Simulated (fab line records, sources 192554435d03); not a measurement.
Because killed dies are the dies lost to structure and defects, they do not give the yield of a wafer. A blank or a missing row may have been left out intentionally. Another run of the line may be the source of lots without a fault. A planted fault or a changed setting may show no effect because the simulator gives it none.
Matching of chambers ; flow n5-finfet ; N5_BEOL_M4_ETCH_70 on rie-diel-04 has 4 sister chambers
The step etches SOC in N2/H2, target depth 80 nm, overetch 24 nm, time 130 s. 4 wafers are shown with their chamber, then 10 later ones without.

## WAFERS WITH THEIR CHAMBER
wafer;chamber;showerhead-plenum-p-Torr (Torr)
L091.4;0;2.55
L091.5;2;2.57
L093.3;1;2.41
L093.4;3;2.41

## WAFERS MISSING THEIR CHAMBER
wafer;showerhead-plenum-p-Torr (Torr)
L093.6;2.41
L092.1;2.56
L092.3;2.55
L092.5;2.41
L096.2;2.56
L096.3;2.41
L096.4;2.41
L097.1;2.56
L097.4;2.56
L097.6;2.41

## WHICH CHAMBER EACH ONE RAN IN
wafer;from the rows above;in truth
L093.6;can't be placed: 1 or 3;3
L092.1;can't be placed: 2 or 0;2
L092.3;0;0
L092.5;can't be placed: 1 or 3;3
L096.2;can't be placed: 2 or 0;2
L096.3;can't be placed: 1 or 3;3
L096.4;can't be placed: 1 or 3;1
L097.1;can't be placed: 2 or 0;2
L097.4;can't be placed: 2 or 0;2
L097.6;can't be placed: 1 or 3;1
Correct placement for 1 of the 10. From these rows, 9 cannot be placed; in 9 the true chamber is one of the candidates. Wrongly placed: 0.
How it was worked out, from the rows above alone: a wafer's distance from a chamber is the root of the sum, over the readings, of the square of ((its reading less the chamber's mean) divided by the reading's scatter). If the next closest chamber is less than 2 further off than the closest, the wafer can't be placed; otherwise it belongs to the closest. The mean given for a chamber averages the wafers shown for that chamber. The scatter: with one shown wafer a chamber, the root of the mean of the squares of how far each hidden wafer lies from its nearest shown one.
